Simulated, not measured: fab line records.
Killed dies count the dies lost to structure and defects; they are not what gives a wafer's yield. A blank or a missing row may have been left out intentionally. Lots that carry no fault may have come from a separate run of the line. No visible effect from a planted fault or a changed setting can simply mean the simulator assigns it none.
Chamber matching || flow nandHarc || NHARC_A_STAIRCASE_ETCH_19 on rieDiel-02: 4 sister chambers
The step etches the open film in C4F8/O2, target depth 100 nm, time 40.5 s. 14 wafers are shown with their chamber, then 7 later ones without.

WAFERS PAIRED WITH THEIR CHAMBERS
{"wafer": "L100.1", "chamber": 0, "rfVppV (V)": 886, "oesProductAu (a.u.)": 0.936, "rfFwdPowerW (W)": 591.3}
{"wafer": "L100.5", "chamber": 2, "rfVppV (V)": 887, "oesProductAu (a.u.)": 0.930, "rfFwdPowerW (W)": 593.9}
{"wafer": "L100.6", "chamber": 1, "rfVppV (V)": 889, "oesProductAu (a.u.)": 0.934, "rfFwdPowerW (W)": 595.4}
{"wafer": "L102.2", "chamber": 0, "rfVppV (V)": 888, "oesProductAu (a.u.)": 0.926, "rfFwdPowerW (W)": 591.7}
{"wafer": "L102.4", "chamber": 2, "rfVppV (V)": 886, "oesProductAu (a.u.)": 0.927, "rfFwdPowerW (W)": 593.3}
{"wafer": "L102.5", "chamber": 1, "rfVppV (V)": 892, "oesProductAu (a.u.)": 0.943, "rfFwdPowerW (W)": 593.7}
{"wafer": "L109.2", "chamber": 2, "rfVppV (V)": 887, "oesProductAu (a.u.)": 0.909, "rfFwdPowerW (W)": 596.0}
{"wafer": "L109.3", "chamber": 1, "rfVppV (V)": 892, "oesProductAu (a.u.)": 0.931, "rfFwdPowerW (W)": 590.6}
{"wafer": "L109.6", "chamber": 0, "rfVppV (V)": 888, "oesProductAu (a.u.)": 0.924, "rfFwdPowerW (W)": 591.9}
{"wafer": "L107.3", "chamber": 0, "rfVppV (V)": 888, "oesProductAu (a.u.)": 0.932, "rfFwdPowerW (W)": 590.2}
{"wafer": "L107.4", "chamber": 3, "rfVppV (V)": 889, "oesProductAu (a.u.)": 0.942, "rfFwdPowerW (W)": 594.5}
{"wafer": "L107.5", "chamber": 0, "rfVppV (V)": 888, "oesProductAu (a.u.)": 0.942, "rfFwdPowerW (W)": 591.9}
{"wafer": "L111.3", "chamber": 3, "rfVppV (V)": 889, "oesProductAu (a.u.)": 0.953, "rfFwdPowerW (W)": 589.8}
{"wafer": "L111.5", "chamber": 2, "rfVppV (V)": 884, "oesProductAu (a.u.)": 0.917, "rfFwdPowerW (W)": 596.0}

SIGNATURES (means of the wafers above)
{"reading": "rfVppV", "chamber 0": 887.60, "chamber 1": 891.00, "chamber 2": 886.00, "chamber 3": 889.00, "scatter within a chamber": 1.23}
{"reading": "oesProductAu", "chamber 0": 0.93200, "chamber 1": 0.93600, "chamber 2": 0.92075, "chamber 3": 0.94750, "scatter within a chamber": 0.00795}
{"reading": "rfFwdPowerW", "chamber 0": 591.400, "chamber 1": 593.233, "chamber 2": 594.800, "chamber 3": 592.150, "scatter within a chamber": 1.76}
Rule: a wafer's distance from a chamber is the root of the sum, over the readings, of the square of ((its reading less the chamber's mean) divided by the reading's scatter). The wafer belongs to the nearest chamber; if the next one is less than 2 further off, it can't be placed. How the scatter is found: for the shown wafers, subtract from each reading the mean of its chamber, square and add these, divide the total by (wafers less chambers), then take the root.

WAFERS WITH NO CHAMBER GIVEN
{"wafer": "L111.6", "rfVppV (V)": 889, "oesProductAu (a.u.)": 0.945, "rfFwdPowerW (W)": 589.4}
{"wafer": "L119.1", "rfVppV (V)": 905, "oesProductAu (a.u.)": 0.920, "rfFwdPowerW (W)": 598.6}
{"wafer": "L119.2", "rfVppV (V)": 888, "oesProductAu (a.u.)": 0.968, "rfFwdPowerW (W)": 592.2}
{"wafer": "L121.2", "rfVppV (V)": 906, "oesProductAu (a.u.)": 0.930, "rfFwdPowerW (W)": 599.1}
{"wafer": "L121.6", "rfVppV (V)": 906, "oesProductAu (a.u.)": 0.937, "rfFwdPowerW (W)": 595.0}
{"wafer": "L122.2", "rfVppV (V)": 907, "oesProductAu (a.u.)": 0.938, "rfFwdPowerW (W)": 592.3}
{"wafer": "L122.6", "rfVppV (V)": 905, "oesProductAu (a.u.)": 0.932, "rfFwdPowerW (W)": 595.1}

WHICH CHAMBER EACH ONE RAN IN
{"wafer": "L111.6", "from the rows above": "can't be placed: 3 or 0 or 1", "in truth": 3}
{"wafer": "L119.1", "from the rows above": "can't be placed: 1 or 3", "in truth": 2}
{"wafer": "L119.2", "from the rows above": "can't be placed: 3 or 0", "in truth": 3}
{"wafer": "L121.2", "from the rows above": "can't be placed: 1 or 3", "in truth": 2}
{"wafer": "L121.6", "from the rows above": "can't be placed: 1 or 3", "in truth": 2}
{"wafer": "L122.2", "from the rows above": "can't be placed: 1 or 3", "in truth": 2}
{"wafer": "L122.6", "from the rows above": "can't be placed: 1 or 3", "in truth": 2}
Correct placement for 0 of the 7. Cannot be placed on the basis of these rows: 7; the candidates contain the true chamber in 2. Wrongly placed: 0.
